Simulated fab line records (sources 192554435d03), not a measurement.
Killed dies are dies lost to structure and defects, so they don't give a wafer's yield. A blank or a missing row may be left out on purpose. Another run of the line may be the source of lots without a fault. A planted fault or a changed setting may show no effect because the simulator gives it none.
Problem report in the 8D (eight disciplines) form, filled by code + flow n5_finfet + the parts of the form that need people (team, actions taken, sign-off) are left out

## 1. THE PROBLEM
Wafers without a fault read 1499.9 rpm, standard deviation 0.89; spin_speed_rpm at N5_BEOL_M1_COAT_61 reads a mean of 1541.0 rpm on 6 wafers belonging to 2 lots. That is +46 standard deviations from the usual mean.
The step: time 60 s, resist thk 60 nm.
The first sign was on wafer L646.3 at day 9 12:24, on litho_track-02. Wafers with a number at this step in the record: 30, from 10 lots. The rule behind "out" and "out of limits": a value lying over 4 standard deviations away from the usual mean. All remaining wafers that have a number are taken as sound.

## 2. WHAT IT IS AND WHAT IT IS NOT
| question                    | is                     | is not                                                                                 |
|-----------------------------|------------------------|----------------------------------------------------------------------------------------|
| which readings at this step | spin_speed_rpm         | -                                                                                      |
| which lots                  | L646, L648             | L634, L635, L636, L638, L647, L649, L651, L656                                         |
| which wafers of those lots  | all that have a number | -                                                                                      |
| read on which tools         | litho_track-02         | litho_track-01, litho_track-03                                                         |
| when                        | from day 9 12:24       | up to then (12 sound wafers); but 12 sound wafers of L647, L649, L651, L656 came after |

## 3. SUSPECTS, AND WHAT RULES EACH OUT
Counting: any tool at a process step up to the reading is kept as a suspect provided that every lot that is out went through it and no sound lot did after the first of them.
- litho_track-02 at N5_BEOL_M1_COAT_61 (time 60 s, resist thk 60 nm): kept. Every lot that is out went through it, starting with L646 (day 9 12:24), and after that it ran no sound lot; the last sound lot it ran before then is L636 (day 6 21:02). On those wafers its own readings are out: spin_speed_rpm.
The count leaves litho_track-02 at N5_BEOL_M1_COAT_61.

## 4. THE CAUSE (what the simulator had put in)
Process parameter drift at N5_BEOL_M1_COAT_61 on litho_track-02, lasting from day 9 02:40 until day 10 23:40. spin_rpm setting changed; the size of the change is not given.
Counting left only this tool.

## 5. THE EFFECT CHAIN, in route order
One row per reading whose mean, taken over the struck wafers that have a number, lies over 3 standard deviations from the usual. Readings are gone through only where the record gives a usual standard deviation; hours: the median, over the lots, of the time from a lot's start at the first step in this table giving one to that lot's start at this step; sigmas: the change measured in usual standard deviations.
| hours | step               | reading        | usual      | on struck wafers | change | sigmas |
|-------|--------------------|----------------|------------|------------------|--------|--------|
| 0     | N5_BEOL_M1_COAT_61 | spin_speed_rpm | 1499.9 rpm | 1541.0           | +41.0  | +46    |
Process steps it contains:
- N5_BEOL_M1_COAT_61: time 60 s, resist thk 60 nm.
Later measuring or inspecting steps at which every struck wafer that the step has a row for has a number for every such reading, and none has moved that far: N5_BEOL_M4_RC_MEAS_101.

## 6. WHAT WOULD HAVE CAUGHT IT SOONER
The fault began at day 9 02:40; the first out-of-limits reading in this record came at day 9 12:24, 10 hours later.
